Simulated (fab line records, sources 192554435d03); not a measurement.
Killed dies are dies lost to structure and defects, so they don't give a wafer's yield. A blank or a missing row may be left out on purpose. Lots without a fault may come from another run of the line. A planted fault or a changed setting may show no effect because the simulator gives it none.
Split-lot experiment | flow n5_finfet | 7 lots, 21 wafers read, on a route of 1938 steps

THE SPLIT
At N5_HKMG_FIN_ETCH_55 (etches SOC in N2/H2, target depth 240 nm, time 300 s), the setting bias_w was moved away from the recipe's 150 W on 7 of the 21 wafers read, by -15.1% to +10.8%. The other wafers ran this setting at the recipe's value.

The reading is taken at the split's own step.

THE READING
rf_vpp_V, in V, at N5_HKMG_FIN_ETCH_55 (etches SOC in N2/H2, target depth 240 nm, time 300 s). Fault-free wafers of this fab line usually give 524.5 V, standard deviation 1.9 V.

wafer  | tool, chamber at the split | bias_w as run, W | against the recipe | rf_vpp_V, V | against lot-mates on the recipe
L074.2 | rie_diel-02, 1             | 150              | recipe             | 524.5       | -
L074.4 | rie_diel-02, 3             | 165.5            | +10.3%             | 559.6       | +34.2
L074.5 | rie_diel-02, 0             | 150              | recipe             | 526.2       | -
L075.3 | rie_diel-05, 0             | 150              | recipe             | 521.8       | -
L075.4 | rie_diel-05, 3             | 127.4            | -15.1%             | 474.5       | -47.3
L075.5 | rie_diel-05, 2             | 127.4            | -15.1%             | 471.1       | -50.7
L080.2 | rie_diel-06, 2             | 136.4            | -9.1%              | 495.8       | -28.6
L080.3 | rie_diel-06, 3             | 150              | recipe             | 522.6       | -
L080.4 | rie_diel-06, 0             | 150              | recipe             | 526.1       | -
L084.1 | rie_diel-05, 3             | 150              | recipe             | 527.3       | -
L084.3 | rie_diel-05, 2             | 150              | recipe             | 522.9       | -
L084.5 | rie_diel-05, 3             | 150              | recipe             | 526.2       | -
L086.2 | rie_diel-06, 1             | 150              | recipe             | 524.6       | -
L086.4 | rie_diel-06, 1             | 166.2            | +10.8%             | 559.3       | +33.2
L086.6 | rie_diel-06, 0             | 150              | recipe             | 527.6       | -
L091.1 | rie_diel-02, 2             | 150              | recipe             | 526.2       | -
L091.4 | rie_diel-02, 3             | 133.2            | -11.2%             | 487.5       | -38.9
L091.6 | rie_diel-02, 2             | 150              | recipe             | 526.5       | -
L097.3 | rie_diel-02, 1             | 150              | recipe             | 524.0       | -
L097.4 | rie_diel-02, 0             | 157.8            | +5.2%              | 544.9       | +20.8
L097.6 | rie_diel-02, 1             | 150              | recipe             | 524.2       | -

THE FIT
A straight line over all 21 wafers: rf_vpp_V changes by +3.39 V for each +1% of bias_w; r = +1.00; the points scatter about the line by 1.8 V.
The same after taking each lot's own level away (the mean of its wafers on the recipe; 21 wafers): +3.28 V for each +1%; r = +1.00; scatter 1.7 V.
On that fit, the largest move of bias_w shifts the reading by 49 V.
The lots' own levels span 521.80 to 526.35 V, that is 2.4 times the standard deviation above.
So the lot-to-lot level changes the slope little: the two slopes agree.
Check: with one of the wafers moved furthest among these (-15.1%) left out of the fit, the line predicts -50.1 V for it against its lot-mates. It came out at -47.3 V against them.
Tool readings at the split's step, against how far the setting was moved: rf_vpp_V r = +1.00.

OTHER SPLITS ON THESE WAFERS
These wafers also went through other splits before the reading. Each is held against what the fit with the lots' levels taken away leaves over:
other split on the same wafers                    | wafers away from the commonest value | r with rf_vpp_V (lot level and that fit taken away)
N5_PMOS_HMC_CHANNEL_EPI_EXPOSE_06 dose_mj         | 9                                    | -0.29
N5_PMOS_HMC_CHANNEL_EPI_DEVELOP_08 develop_time_s | 5                                    | -0.23
N5_FIN_CUT_COAT_19 spin_rpm                       | 6                                    | -0.15
N5_SD_EPI_N_DESCUM_14 time_s                      | 4                                    | +0.05
N5_SD_EPI_N_ETCH_16 target_depth_a                | 9                                    | -0.04
N5_SD_EPI_P_EPI_21 temp_c                         | 7                                    | -0.36

THE WHOLE CHAIN: every reading that the file lists as answering this split, in the file's order
step                | what it does                                         | reading                                                                           | change (the file's fit)               | r (the file's)
N5_HKMG_FIN_ETCH_55 | etches SOC in N2/H2, target depth 240 nm, time 300 s | rf_vpp_V                                                                          | +3.29 V for each +1% of the setting   | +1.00
N5_HKMG_FIN_ETCH_55 | etches SOC in N2/H2, target depth 240 nm, time 300 s | HKMG_FIN.feature_depth_nm (the simulator's own value, which no gauge read)        | +1.48 nm for each +1% of the setting  | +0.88
N5_HKMG_FIN_ETCH_55 | etches SOC in N2/H2, target depth 240 nm, time 300 s | etch.depth_nm (the simulator's own value, which no gauge read)                    | +1.48 nm for each +1% of the setting  | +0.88
N5_HKMG_FIN_ETCH_55 | etches SOC in N2/H2, target depth 240 nm, time 300 s | SiARC_of_HKMG_FIN_COAT_42.thk_nm (the simulator's own value, which no gauge read) | -0.187 nm for each +1% of the setting | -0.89

THE FILE'S OWN FIT
rf_vpp_V changes by +3.29 V for each +1% of bias_w, r = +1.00.
